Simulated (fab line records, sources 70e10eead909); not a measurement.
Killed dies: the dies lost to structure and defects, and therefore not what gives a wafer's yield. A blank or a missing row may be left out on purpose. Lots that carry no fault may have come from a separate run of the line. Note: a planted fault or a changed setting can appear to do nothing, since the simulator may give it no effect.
fab line records	flow nandHarc	part 1 of 2: steps 1 to 18 of 26
record lots=5	wafers=15	lastDay=33
route steps=1302 shown A_CONTACT@999
lots untouched by any fault: they come from a run of this same line in which no faults occurred
startH: hours from the record's first day to the start of the lot's first wafer shown	waitH: how many hours have passed since the lot's step before this one	" as in the row above	L1.1+2: one row covering several wafers at once	- no value, or no start given	* or withheld: withheld	< > ~ a bound
route shown NAME@n: names a module that has steps shown in the file, with the first one's number in the route	usual: average and standard deviation across the fault-free wafers	same: alike in all rows	chamber/n: place in a boat	sites: each site's reading	_std_site: the values' standard deviation	_edge_site: the outer-site mean with the inner-site mean subtracted	radiusMm: how far each site lies from the wafer's centre	mask NAME#n: copy n	behind: tool/chamber where the wafer was last shaped	hold: cause of the lot's hold/its duration in hours/its outcome	device: the transistor (n, p or np) that didn't switch	end of line: the route-end tests of the same wafers	where a step has no rows: the recipe by itself	killed: dies lost to structure and defects at the first sort, not the wafer's yield	map: the dies of a wafer, with x for killed, . for not killed, _ for no die there
set.NAME: the setting the step ran with; set.NAME@STEP: the setting that earlier step ran with	model.NAME: the simulator's own value behind a step, which no gauge read
a table for each step, a row for each wafer; lots at some steps of the route
services: a tool's chamber out of use, with start hour (startH, from the record's first day; less than 0 if before it), hours out, and reason
## steps
# step NHARC_A_CONTACT_INSPECT_44
# usual rawDefectCount=77/26
lot.wafer	tool	chamber	startH	waitH	rawDefectCount
L081.2	defectInspect-01	-	562.78	0.0	81
L081.4	"	-	"	"	74
L081.5	"	-	"	"	90
L080.4	defectInspect-02	-	571.56	0.0	85
L080.5	"	-	"	"	78
L080.6	"	-	"	"	58
L087.1	defectInspect-02	-	638.25	0.0	86
L087.2	"	-	"	"	100
L087.4	"	-	"	"	80
L095.3	defectInspect-02	-	690.19	0.0	54
L095.4	"	-	"	"	59
L095.5	"	-	"	"	57
L097.1	defectInspect-01	-	709.14	0.0	73
L097.2	"	-	"	"	92
L097.5	"	-	"	"	105
# step NHARC_A_CONTACT_DESCUM_47
# recipe timeS=3	o2FlowSccm=200	arFlowSccm=0	biasPowerW=0	chemistry=O2
# usual drypumpMotorCurrentA=5.6/0.58	o2FlowSccm=200.0/0.49	oesProductAu=0.998/0.0095	rfVppV=58.0/0.91	showerheadPlenumPTorr=1.94/0.1	throttleValvePct=11.311/0.0085
# same biasPowerW=0
lot.wafer	tool	chamber	startH	waitH	drypumpMotorCurrentA	o2FlowSccm	oesProductAu	rfHoursCounterH	rfVppV	showerheadPlenumPTorr	throttleValvePct
L081.4	rieDiel-13	3	562.84	0.1	4.8	200.0	0.997	4	56.9	1.80	11.320
L081.2	"	0	"	"	5.1	199.8	1.008	4	58.0	2.07	11.309
L081.5	"	0	"	"	5.1	199.3	1.019	-	58.4	2.08	11.313
L080.6	rieDiel-13	3	571.65	0.1	4.8	200.8	1.003	-	55.6	1.80	11.304
L080.4	"	0	"	"	5.1	199.1	1.009	-	58.1	2.08	11.306
L080.5	"	1	"	"	5.7	200.0	0.987	-	58.0	1.94	11.308
L087.4	rieDiel-13	2	638.32	0.1	5.7	199.9	0.999	20	58.3	2.01	11.315
L087.1	"	0	"	"	5.1	200.4	1.015	19	58.6	2.07	11.310
L087.2	"	1	"	"	5.7	199.3	0.988	21	58.7	1.94	11.303
L095.4	rieDiel-13	1	690.25	0.1	5.7	199.7	0.978	30	57.3	1.93	11.312
L095.3	"	2	"	"	5.7	199.5	1.002	29	58.9	2.01	11.301
L095.5	"	2	"	"	5.7	199.9	1.006	-	58.2	2.01	11.310
L097.2	rieDiel-02	3	709.22	0.1	5.3	200.2	1.007	44	57.6	1.87	11.315
L097.1	"	0	"	"	5.9	199.9	0.999	36	56.2	1.77	11.321
L097.5	"	2	"	"	6.2	199.8	0.982	-	57.0	1.94	11.305
# step NHARC_A_CONTACT_ETCH_48
# recipe targetDepthA=390	overEtchFrac=0.3	timeS=65	ionEnergyEv=80	cf4FlowSccm=150	arFlowSccm=0	rfW=300	biasW=100	chemistry=CF4
# usual drypumpMotorCurrentA=5.6/0.56	oesProductAu=0.999/0.011	rfFwdPowerW=297.4/1.1	rfVppV=151.5/1.3	showerheadPlenumPTorr=1.79/0.085	throttleValvePct=13.285/0.0086
lot.wafer	tool	chamber	startH	waitH	drypumpMotorCurrentA	oesProductAu	rfFwdPowerW	rfHoursCounterH	rfVppV	showerheadPlenumPTorr	throttleValvePct
L081.2	rieDiel-13	0	562.93	0.1	5.1	1.028	299.0	4	154.4	1.91	13.276
L081.4	"	2	"	"	5.7	0.994	297.7	4	153.8	1.86	13.280
L081.5	"	1	"	"	5.7	0.992	295.5	-	152.1	1.79	13.281
L080.4	rieDiel-13	0	571.75	0.1	5.1	1.015	297.5	-	153.3	1.91	13.272
L080.6	"	1	"	"	5.7	0.993	298.7	-	152.5	1.79	13.284
L080.5	"	3	"	"	4.8	0.997	297.6	-	149.5	1.67	13.290
L087.1	rieDiel-13	0	638.40	0.1	5.1	1.021	298.1	19	151.8	1.90	13.276
L087.4	"	2	"	"	5.7	1.013	296.3	20	152.1	1.86	13.288
L087.2	"	3	"	"	4.8	0.992	298.8	19	149.6	1.66	13.284
L095.3	rieDiel-13	2	690.33	0.1	5.7	1.009	297.7	29	151.9	1.85	13.288
L095.4	"	1	"	"	5.7	0.996	296.8	30	151.1	1.79	13.297
L095.5	"	3	"	"	4.8	0.992	298.2	-	149.1	1.66	13.290
L097.2	rieDiel-02	1	709.29	0.1	5.3	1.002	296.1	51	153.7	1.84	13.274
L097.1	"	2	"	"	6.2	0.988	297.6	48	152.5	1.80	13.284
L097.5	"	2	"	"	6.2	0.995	298.1	-	151.7	1.80	13.290
# step NHARC_A_CONTACT_ETCH_49
# recipe targetDepthA=2600	overEtchFrac=0.3	timeS=475.3	ionEnergyEv=200	n2FlowSccm=150	h2FlowSccm=150	arFlowSccm=0	rfW=400	biasW=150	chemistry=N2/H2
# usual drypumpMotorCurrentA=5.5/0.57	oesProductAu=1.000/0.01	rfFwdPowerW=399.4/1.1	rfVppV=431/3.2	showerheadPlenumPTorr=2.06/0.11	throttleValvePct=14.171/0.0082
lot.wafer	tool	chamber	startH	waitH	drypumpMotorCurrentA	oesProductAu	rfFwdPowerW	rfHoursCounterH	rfVppV	showerheadPlenumPTorr	throttleValvePct
L081.4	rieDiel-13	3	-	-	4.8	0.998	397.7	4	427	1.91	14.166
L081.2	"	2	"	"	5.7	0.998	397.7	4	433	2.16	14.174
L081.5	"	0	"	"	5.1	1.008	400.7	-	434	2.22	14.178
L080.6	rieDiel-13	1	-	-	5.7	0.990	400.3	-	431	2.07	14.164
L080.5	"	3	"	"	4.8	0.996	398.8	-	427	1.91	14.167
L080.4	"	0	"	"	5.1	1.020	399.9	-	435	2.22	14.175
L087.4	rieDiel-13	3	-	-	4.8	0.999	400.9	20	427	1.91	14.181
L087.2	"	1	"	"	5.7	0.977	398.9	21	431	2.07	14.166
L087.1	"	2	"	"	5.7	1.000	401.3	20	433	2.15	14.159
L095.3	rieDiel-13	1	-	-	5.7	1.001	399.8	30	432	2.06	14.167
L095.4	"	2	"	"	5.7	0.995	400.5	29	433	2.15	14.181
L095.5	"	0	"	"	5.1	1.008	401.1	-	435	2.21	14.181
L097.1	rieDiel-02	3	-	-	5.3	1.010	399.3	44	428	1.99	14.174
L097.2	"	2	"	"	6.3	0.979	400.9	48	431	2.07	14.171
L097.5	"	0	"	"	6.0	1.006	399.0	-	426	1.89	14.176
# step NHARC_A_CONTACT_ETCH_50
# recipe targetDepthA=1210	timeS=60.5	cf4FlowSccm=100	chf3FlowSccm=30	arFlowSccm=0	rfW=500	biasW=200	chemistry=CF4/CHF3
# usual drypumpMotorCurrentA=5.6/0.55	oesProductAu=0.951/0.024	rfFwdPowerW=495.3/1.6	rfVppV=371.1/2.7	showerheadPlenumPTorr=1.59/0.077	throttleValvePct=16.801/0.0097
lot.wafer	tool	chamber	startH	waitH	drypumpMotorCurrentA	oesProductAu	rfFwdPowerW	rfHoursCounterH	rfVppV	showerheadPlenumPTorr	throttleValvePct
L081.2	rieDiel-13	0	-	-	5.1	0.971	498.1	4	374.0	1.70	16.802
L081.4	"	2	"	"	5.7	0.968	498.2	4	373.5	1.66	16.796
L081.5	"	0	"	"	5.1	0.967	494.9	-	375.3	1.70	16.799
L080.4	rieDiel-13	0	-	-	5.1	0.971	494.6	-	375.2	1.70	16.813
L080.6	"	1	"	"	5.7	0.945	495.4	-	371.3	1.60	16.794
L080.5	"	3	"	"	4.8	0.960	497.5	-	368.6	1.48	16.797
L087.4	rieDiel-13	0	-	-	5.1	0.978	496.2	19	375.1	1.70	16.812
L087.2	"	1	"	"	5.7	0.972	495.7	21	371.1	1.59	16.803
L087.1	"	3	"	"	4.8	0.955	498.6	20	366.8	1.48	16.824
L095.4	rieDiel-13	3	-	-	4.8	0.912	497.1	28	367.6	1.48	16.818
L095.3	"	1	"	"	5.7	0.918	494.9	30	371.8	1.59	16.799
L095.5	"	3	"	"	4.8	0.913	496.7	-	368.1	1.48	16.812
L097.1	rieDiel-02	1	-	-	5.3	0.913	494.1	52	373.0	1.64	16.805
L097.2	"	2	"	"	6.3	0.921	498.0	48	371.1	1.60	16.795
L097.5	"	0	"	"	6.0	0.922	497.3	-	367.0	1.46	16.799
# step NHARC_A_CONTACT_ETCH_51
# recipe targetDepthA=70000	overEtchFrac=0.3	timeS=1820	ionEnergyEv=150	o2FlowSccm=400	cosFlowSccm=20	arFlowSccm=0	rfW=500	biasW=300	chemistry=O2/COS
# usual drypumpMotorCurrentA=5.6/0.56	o2FlowSccm=400.2/1.3	oesProductAu=0.998/0.011	rfFwdPowerW=499.8/1.4	rfVppV=314.9/2.2	showerheadPlenumPTorr=3.17/0.15	throttleValvePct=28.329/0.0097
lot.wafer	tool	chamber	startH	waitH	drypumpMotorCurrentA	o2FlowSccm	oesProductAu	rfFwdPowerW	rfHoursCounterH	rfVppV	showerheadPlenumPTorr	throttleValvePct
L081.2	rieDiel-13	3	-	-	4.8	398.6	1.011	500.5	5	312.4	2.94	28.319
L081.4	"	0	"	"	5.1	400.7	1.015	500.8	5	316.7	3.37	28.329
L081.5	"	3	"	"	4.8	400.9	1.002	498.4	-	311.7	2.94	28.330
L080.6	rieDiel-13	3	-	-	4.8	398.7	0.997	499.3	-	312.1	2.94	28.323
L080.5	"	0	"	"	5.1	399.2	1.019	498.9	-	317.5	3.37	28.323
L080.4	"	1	"	"	5.8	401.3	0.988	499.2	-	315.4	3.17	28.340
L087.4	rieDiel-13	0	-	-	5.1	401.9	1.010	497.5	19	318.3	3.36	28.336
L087.1	"	1	"	"	5.7	400.3	0.990	500.5	22	315.4	3.16	28.330
L087.2	"	2	"	"	5.7	399.6	1.010	503.3	21	316.9	3.28	28.346
L095.4	rieDiel-13	1	-	-	5.7	401.6	0.992	500.7	31	313.7	3.15	28.329
L095.3	"	3	"	"	4.8	400.1	0.980	498.9	28	310.8	2.93	28.320
L095.5	"	1	"	"	5.7	401.3	0.984	503.0	-	313.8	3.15	28.309
L097.2	rieDiel-02	3	-	-	5.2	402.0	1.024	500.0	44	313.8	3.06	28.351
L097.1	"	1	"	"	5.4	401.0	1.008	498.8	52	315.5	3.25	28.319
L097.5	"	2	"	"	6.2	404.1	0.989	502.6	-	315.7	3.17	28.330
# step NHARC_A_CONTACT_ETCH_111
# recipe sourceW=withheld	pressureMtorr=20	biasV=withheld	timeS=140	targetDepthA=7000	arFlowSccm=withheld	c4f8FlowSccm=withheld	o2FlowSccm=withheld	chemistry=C4F8/O2/Ar
lot.wafer	tool	chamber	startH	waitH	rfHoursCounterH
L081.2	harCapEtch-01	1	564.70	-	8
L081.4	"	1	"	"	-
L081.5	"	0	"	"	-
L080.4	harCapEtch-02	0	573.89	-	-
L080.5	"	1	"	"	-
L080.6	"	0	"	"	-
L087.1	harCapEtch-01	1	640.13	-	22
L087.2	"	0	"	"	22
L087.4	"	1	"	"	-
L095.3	harCapEtch-01	1	692.13	-	-
L095.4	"	0	"	"	-
L095.5	"	1	"	"	-
L097.1	harCapEtch-01	0	711.03	-	36
L097.2	"	1	"	"	36
L097.5	"	1	"	"	-
# step NHARC_A_CONTACT_ETCH_112
# recipe sourceW=withheld	pressureMtorr=20	biasV=3000	timeS=190	targetDepthA=18500	arFlowSccm=withheld	c4f8FlowSccm=withheld	o2FlowSccm=withheld	chemistry=C4F8/O2/Ar
lot.wafer	tool	chamber	startH	waitH	rfHoursCounterH
L081.2	harCapEtch-01	1	564.90	0.2	8
L081.4	"	1	"	"	-
L081.5	"	0	"	"	-
L080.4	harCapEtch-02	0	574.07	0.2	-
L080.5	"	1	"	"	-
L080.6	"	0	"	"	-
L087.1	harCapEtch-01	1	640.33	0.2	22
L087.2	"	0	"	"	22
L087.4	"	1	"	"	-
L095.3	harCapEtch-01	1	692.32	0.2	-
L095.4	"	0	"	"	-
L095.5	"	1	"	"	-
L097.1	harCapEtch-01	0	711.23	0.2	37
L097.2	"	1	"	"	37
L097.5	"	1	"	"	-
# step NHARC_A_CONTACT_ETCH_113
# recipe sourceW=withheld	pressureMtorr=20	biasV=3000	timeS=190	targetDepthA=18500	arFlowSccm=withheld	c4f8FlowSccm=withheld	o2FlowSccm=withheld	chemistry=C4F8/O2/Ar
lot.wafer	tool	chamber	startH	waitH	rfHoursCounterH
L081.2	harCapEtch-01	1	565.07	0.1	8
L081.4	"	1	"	"	-
L081.5	"	0	"	"	-
L080.4	harCapEtch-02	0	574.24	0.1	-
L080.5	"	1	"	"	-
L080.6	"	0	"	"	-
L087.1	harCapEtch-01	1	640.49	0.1	22
L087.2	"	0	"	"	22
L087.4	"	1	"	"	-
L095.3	harCapEtch-01	1	692.49	0.1	-
L095.4	"	0	"	"	-
L095.5	"	1	"	"	-
L097.1	harCapEtch-01	0	711.40	0.1	37
L097.2	"	1	"	"	37
L097.5	"	1	"	"	-
# step NHARC_A_CONTACT_ETCH_114
# recipe sourceW=withheld	pressureMtorr=20	biasV=3000	timeS=190	targetDepthA=18500	arFlowSccm=withheld	c4f8FlowSccm=withheld	o2FlowSccm=withheld	chemistry=C4F8/O2/Ar
lot.wafer	tool	chamber	startH	waitH	rfHoursCounterH
L081.2	harCapEtch-01	1	565.24	0.1	8
L081.4	"	1	"	"	-
L081.5	"	0	"	"	-
L080.4	harCapEtch-02	0	574.41	0.1	-
L080.5	"	1	"	"	-
L080.6	"	0	"	"	-
L087.1	harCapEtch-01	1	640.66	0.1	22
L087.2	"	0	"	"	22
L087.4	"	1	"	"	-
L095.3	harCapEtch-01	1	692.66	0.1	-
L095.4	"	0	"	"	-
L095.5	"	1	"	"	-
L097.1	harCapEtch-01	0	711.57	0.1	37
L097.2	"	1	"	"	37
L097.5	"	1	"	"	-
# step NHARC_A_CONTACT_ETCH_115
# recipe sourceW=withheld	pressureMtorr=20	biasV=3000	timeS=190	targetDepthA=18500	arFlowSccm=withheld	c4f8FlowSccm=withheld	o2FlowSccm=withheld	chemistry=C4F8/O2/Ar
lot.wafer	tool	chamber	startH	waitH	rfHoursCounterH
L081.2	harCapEtch-01	1	565.41	0.1	8
L081.4	"	1	"	"	-
L081.5	"	0	"	"	-
L080.4	harCapEtch-02	0	574.58	0.1	-
L080.5	"	1	"	"	-
L080.6	"	0	"	"	-
L087.1	harCapEtch-01	1	640.83	0.1	22
L087.2	"	0	"	"	22
L087.4	"	1	"	"	-
L095.3	harCapEtch-01	1	692.83	0.1	-
L095.4	"	0	"	"	-
L095.5	"	1	"	"	-
L097.1	harCapEtch-01	0	711.74	0.1	37
L097.2	"	1	"	"	37
L097.5	"	1	"	"	-
# step NHARC_A_CONTACT_ETCH_116
# recipe sourceW=withheld	pressureMtorr=20	biasV=3000	timeS=190	targetDepthA=18500	arFlowSccm=withheld	c4f8FlowSccm=withheld	o2FlowSccm=withheld	chemistry=C4F8/O2/Ar
lot.wafer	tool	chamber	startH	waitH	rfHoursCounterH
L081.2	harCapEtch-01	1	565.58	0.1	8
L081.4	"	1	"	"	-
L081.5	"	0	"	"	-
L080.4	harCapEtch-02	0	574.75	0.1	-
L080.5	"	1	"	"	-
L080.6	"	0	"	"	-
L087.1	harCapEtch-01	1	641.01	0.1	22
L087.2	"	0	"	"	22
L087.4	"	1	"	"	-
L095.3	harCapEtch-01	1	693.00	0.1	-
L095.4	"	0	"	"	-
L095.5	"	1	"	"	-
L097.1	harCapEtch-01	0	711.92	0.1	37
L097.2	"	1	"	"	37
L097.5	"	1	"	"	-
# step NHARC_A_CONTACT_ETCH_117
# recipe sourceW=withheld	pressureMtorr=20	biasV=3000	timeS=190	targetDepthA=18500	arFlowSccm=withheld	c4f8FlowSccm=withheld	o2FlowSccm=withheld	chemistry=C4F8/O2/Ar
lot.wafer	tool	chamber	startH	waitH	rfHoursCounterH
L081.2	harCapEtch-01	1	565.75	0.1	9
L081.4	"	1	"	"	-
L081.5	"	0	"	"	-
L080.4	harCapEtch-02	0	574.93	0.1	-
L080.5	"	1	"	"	-
L080.6	"	0	"	"	-
L087.1	harCapEtch-01	1	641.18	0.1	23
L087.2	"	0	"	"	23
L087.4	"	1	"	"	-
L095.3	harCapEtch-01	1	693.18	0.1	-
L095.4	"	0	"	"	-
L095.5	"	1	"	"	-
L097.1	harCapEtch-01	0	712.08	0.1	37
L097.2	"	1	"	"	37
L097.5	"	1	"	"	-
# step NHARC_A_CONTACT_ETCH_118
# recipe sourceW=withheld	pressureMtorr=20	biasV=3000	timeS=190	targetDepthA=18500	arFlowSccm=withheld	c4f8FlowSccm=withheld	o2FlowSccm=withheld	chemistry=C4F8/O2/Ar
lot.wafer	tool	chamber	startH	waitH	rfHoursCounterH
L081.2	harCapEtch-01	1	565.93	0.1	9
L081.4	"	1	"	"	-
L081.5	"	0	"	"	-
L080.4	harCapEtch-02	0	575.10	0.1	-
L080.5	"	1	"	"	-
L080.6	"	0	"	"	-
L087.1	harCapEtch-01	1	641.35	0.1	23
L087.2	"	0	"	"	23
L087.4	"	1	"	"	-
L095.3	harCapEtch-01	1	693.35	0.1	-
L095.4	"	0	"	"	-
L095.5	"	1	"	"	-
L097.1	harCapEtch-01	0	712.25	0.1	38
L097.2	"	1	"	"	38
L097.5	"	1	"	"	-
# step NHARC_A_CONTACT_ETCH_119
# recipe sourceW=withheld	pressureMtorr=20	biasV=3000	timeS=190	targetDepthA=18500	arFlowSccm=withheld	c4f8FlowSccm=withheld	o2FlowSccm=withheld	chemistry=C4F8/O2/Ar
lot.wafer	tool	chamber	startH	waitH	rfHoursCounterH
L081.2	harCapEtch-01	1	566.10	0.1	9
L081.4	"	1	"	"	-
L081.5	"	0	"	"	-
L080.4	harCapEtch-02	0	575.27	0.1	-
L080.5	"	1	"	"	-
L080.6	"	0	"	"	-
L087.1	harCapEtch-01	1	641.52	0.1	23
L087.2	"	0	"	"	23
L087.4	"	1	"	"	-
L095.3	harCapEtch-01	1	693.52	0.1	-
L095.4	"	0	"	"	-
L095.5	"	1	"	"	-
L097.1	harCapEtch-01	0	712.43	0.1	38
L097.2	"	1	"	"	38
L097.5	"	1	"	"	-
# step NHARC_A_CONTACT_ETCH_120
# recipe sourceW=withheld	pressureMtorr=20	biasV=3000	timeS=190	targetDepthA=18500	arFlowSccm=withheld	c4f8FlowSccm=withheld	o2FlowSccm=withheld	chemistry=C4F8/O2/Ar
lot.wafer	tool	chamber	startH	waitH	rfHoursCounterH
L081.2	harCapEtch-01	1	566.27	0.1	9
L081.4	"	1	"	"	-
L081.5	"	0	"	"	-
L080.4	harCapEtch-02	0	575.44	0.1	-
L080.5	"	1	"	"	-
L080.6	"	0	"	"	-
L087.1	harCapEtch-01	1	641.69	0.1	23
L087.2	"	0	"	"	23
L087.4	"	1	"	"	-
L095.3	harCapEtch-01	1	693.69	0.1	-
L095.4	"	0	"	"	-
L095.5	"	1	"	"	-
L097.1	harCapEtch-01	0	712.60	0.1	38
L097.2	"	1	"	"	38
L097.5	"	1	"	"	-
# step NHARC_A_CONTACT_ETCH_121
# recipe sourceW=withheld	pressureMtorr=20	biasV=3000	timeS=190	targetDepthA=18500	arFlowSccm=withheld	c4f8FlowSccm=withheld	o2FlowSccm=withheld	chemistry=C4F8/O2/Ar
lot.wafer	tool	chamber	startH	waitH	rfHoursCounterH
L081.2	harCapEtch-01	1	566.43	0.1	9
L081.4	"	1	"	"	-
L081.5	"	0	"	"	-
L080.4	harCapEtch-02	0	575.61	0.1	-
L080.5	"	1	"	"	-
L080.6	"	0	"	"	-
L087.1	harCapEtch-01	1	641.86	0.1	23
L087.2	"	0	"	"	23
L087.4	"	1	"	"	-
L095.3	harCapEtch-01	1	693.86	0.1	-
L095.4	"	0	"	"	-
L095.5	"	1	"	"	-
L097.1	harCapEtch-01	0	712.77	0.1	38
L097.2	"	1	"	"	38
L097.5	"	1	"	"	-
# step NHARC_A_CONTACT_ETCH_122
# recipe sourceW=withheld	pressureMtorr=20	biasV=3000	timeS=190	targetDepthA=18500	arFlowSccm=withheld	c4f8FlowSccm=withheld	o2FlowSccm=withheld	chemistry=C4F8/O2/Ar
lot.wafer	tool	chamber	startH	waitH	rfHoursCounterH
L081.2	harCapEtch-01	1	566.61	0.1	9
L081.4	"	1	"	"	-
L081.5	"	0	"	"	-
L080.4	harCapEtch-02	0	575.79	0.1	-
L080.5	"	1	"	"	-
L080.6	"	0	"	"	-
L087.1	harCapEtch-01	1	642.03	0.1	23
L087.2	"	0	"	"	23
L087.4	"	1	"	"	-
L095.3	harCapEtch-01	1	694.03	0.1	-
L095.4	"	0	"	"	-
L095.5	"	1	"	"	-
L097.1	harCapEtch-01	0	712.94	0.1	38
L097.2	"	1	"	"	38
L097.5	"	1	"	"	-
